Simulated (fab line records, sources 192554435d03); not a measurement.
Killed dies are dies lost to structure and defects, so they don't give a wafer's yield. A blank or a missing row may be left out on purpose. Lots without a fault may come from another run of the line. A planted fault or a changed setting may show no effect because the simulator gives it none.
One fault seen from 2 desks | flow n5_finfet | each desk has only its own numbers; what lay behind them comes last

THE METROLOGY DESK
What the gauges read, lot by lot, whatever tool the lot ran on: means of the sampled wafers that have a number. A lot is out of limits, marked OUT, if its mean lies more than 4 standard deviations from the usual mean; the brackets give that distance. Of its 10 readings 7 are shown: those that lie furthest out on some lot.
Columns: A = DIBL_N at N5_BEOL_M4_RC_MEAS_101, usual 36.8 mV/V; B = DIBL_P at N5_BEOL_M4_RC_MEAS_101, usual 37.1 mV/V; C = IOFF_P at N5_BEOL_M4_RC_MEAS_101, usual 0.22 nA/um; D = ION_N at N5_BEOL_M4_RC_MEAS_101, usual 679 uA/um; E = ION_P at N5_BEOL_M4_RC_MEAS_101, usual 466 uA/um; F = SS_N at N5_BEOL_M4_RC_MEAS_101, usual 71.7 mV/dec; G = VT_P at N5_BEOL_M4_RC_MEAS_101, usual -250 mV
lot  | first seen here | A    | B    | C    | D   | E   | F    | G
L330 | day 8 13:29     | 37.0 | 36.1 | 0.20 | 675 | 461 | 71.0 | -251
L331 | day 8 13:56     | 37.5 | 37.7 | 0.27 | 694 | 482 | 71.7 | -245
L333 | day 8 17:46     | 37.2 | 36.4 | 0.22 | 675 | 462 | 72.3 | -248
L334 | day 9 06:04     | 35.5 | 37.1 | 0.22 | 678 | 467 | 71.4 | -248
L337 | day 9 17:22     | 37.1 | 38.3 | 0.20 | 680 | 457 | 71.7 | -255
L344 | day 11 22:59    | 37.0 | 37.0 | 0.23 | 687 | 468 | 71.4 | -248
L345 | day 12 05:23    | 35.8 | 36.7 | 0.22 | 677 | 470 | 71.2 | -250
L349 | day 13 00:08    | 37.8 | 37.8 | 0.24 | 698 | 475 | 71.8 | -249
L350 | day 13 08:35    | 34.9 | 34.7 | 0.22 | 679 | 472 | 71.7 | -248
L351 | day 14 02:40    | 37.0 | 36.8 | 0.22 | 674 | 464 | 71.2 | -248
This desk's finding: nothing out of limits on any of the 10 lots.

THE TOOL OWNER'S DESK: cmp-01
The tool's own readings at N5_HKMG_FIN_CMP_23 (polishes, stops on SiNx, t overpolish 10 s, target thk 46.326 nm): means of the sampled wafers that have a number, for each lot that ran on this tool. A lot is out of limits, marked OUT, if its mean lies more than 4 standard deviations from the usual mean; the brackets give that distance.
Columns: A = edge_zone_pressure_frac at N5_HKMG_FIN_CMP_23, usual 1.000; B = head_pressure_psi at N5_HKMG_FIN_CMP_23, usual 3.999 psi; C = motor_current_A at N5_HKMG_FIN_CMP_23, usual 12.7 A; D = overpolish_run_s at N5_HKMG_FIN_CMP_23, usual 10.0 s; E = pad_life_wafers at N5_HKMG_FIN_CMP_23, usual 895; F = platen_rpm at N5_HKMG_FIN_CMP_23, usual 50.30 rpm; G = time_to_endpoint_s at N5_HKMG_FIN_CMP_23, usual 13.0 s
lot  | first seen here | A     | B                       | C    | D    | E   | F     | G
L330 | day 4 22:12     | 1.003 | 3.999                   | 12.0 | 10.0 | 194 | 50.27 | 11.0
L331 | day 4 23:52     | 1.000 | 3.996                   | 13.0 | 10.0 | 211 | 50.31 | 9.1
L344 | day 8 06:14     | 1.002 | 3.076 (-99 or more) OUT | 10.4 | 9.4  | 837 | 50.24 | 17.8
L345 | day 8 15:50     | 1.002 | 3.077 (-99 or more) OUT | 11.1 | 10.0 | 908 | 50.29 | 17.4
This desk's finding: out of limits on L344, L345; first on L344, day 8 06:14 (head_pressure_psi at N5_HKMG_FIN_CMP_23). In limits: L330, L331.

PUT TOGETHER
The tool owner's desk could have raised an alarm at day 8 06:14, on L344, L345.
The metrology desk saw nothing out of limits.
The metrology desk has L344, L345 on record, within its limits.
Of the lots named, all ran N5_HKMG_FIN_CMP_23 on cmp-01.

WHAT THE SIMULATOR HAD PUT IN
Process parameter drift: cmp-01, from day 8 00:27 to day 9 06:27, at N5_HKMG_FIN_CMP_23. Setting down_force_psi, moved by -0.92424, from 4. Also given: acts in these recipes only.
Lots struck among those shown: L344, L345.
Hours from the fault's start to each desk's first reading out of limits: the tool owner's desk, 6.
